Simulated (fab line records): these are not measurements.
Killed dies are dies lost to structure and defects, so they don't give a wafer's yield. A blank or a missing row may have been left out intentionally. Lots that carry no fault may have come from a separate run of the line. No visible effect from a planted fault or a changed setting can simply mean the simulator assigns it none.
Matching of chambers :: flow n5-finfet :: N5_BEOL_M5_CMP_52 on cmp-03 has 4 sister chambers
The step polishes, stops on SiCOH lowk, t overpolish 6.9 s, target thk 62 nm. 4 wafers are shown with their chamber, then 7 later ones without.

EACH WAFER AND ITS CHAMBER
wafer: L088.5
chamber: 1
motor-current-A (A): 6.7

wafer: L086.2
chamber: 2
motor-current-A (A): 6.2

wafer: L091.2
chamber: 3
motor-current-A (A): 6.5

wafer: L091.4
chamber: 0
motor-current-A (A): 6.2

WAFERS WITHOUT THEIR CHAMBER
wafer: L091.6
motor-current-A (A): 6.4

wafer: L093.2
motor-current-A (A): 6.0

wafer: L093.4
motor-current-A (A): 6.6

wafer: L093.5
motor-current-A (A): 6.9

wafer: L097.3
motor-current-A (A): 6.2

wafer: L097.4
motor-current-A (A): 6.5

wafer: L097.5
motor-current-A (A): 6.6

THE CHAMBER EACH PASSED THROUGH
wafer: L091.6
from the rows above: can't be placed: 3 or 0 or 2 or 1
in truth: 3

wafer: L093.2
from the rows above: can't be placed: 0 or 2
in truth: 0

wafer: L093.4
from the rows above: can't be placed: 3 or 1
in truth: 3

wafer: L093.5
from the rows above: can't be placed: 1 or 3
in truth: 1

wafer: L097.3
from the rows above: can't be placed: 0 or 2
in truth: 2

wafer: L097.4
from the rows above: can't be placed: 3 or 1
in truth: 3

wafer: L097.5
from the rows above: can't be placed: 3 or 1
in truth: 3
0 of 7 placed correctly. From these rows, 7 cannot be placed; in 7 the true chamber is one of the candidates. Number placed wrongly: 0.
How it was worked out, from the rows above alone: a wafer's distance from a chamber is the root of the sum, over the readings, of the square of ((its reading less the chamber's mean) divided by the reading's scatter). If the next closest chamber is less than 2 further off than the closest, the wafer can't be placed; otherwise it belongs to the closest. The mean given for a chamber averages the wafers shown for that chamber. The scatter: with one shown wafer a chamber, the root of the mean of the squares of how far each hidden wafer lies from its nearest shown one.
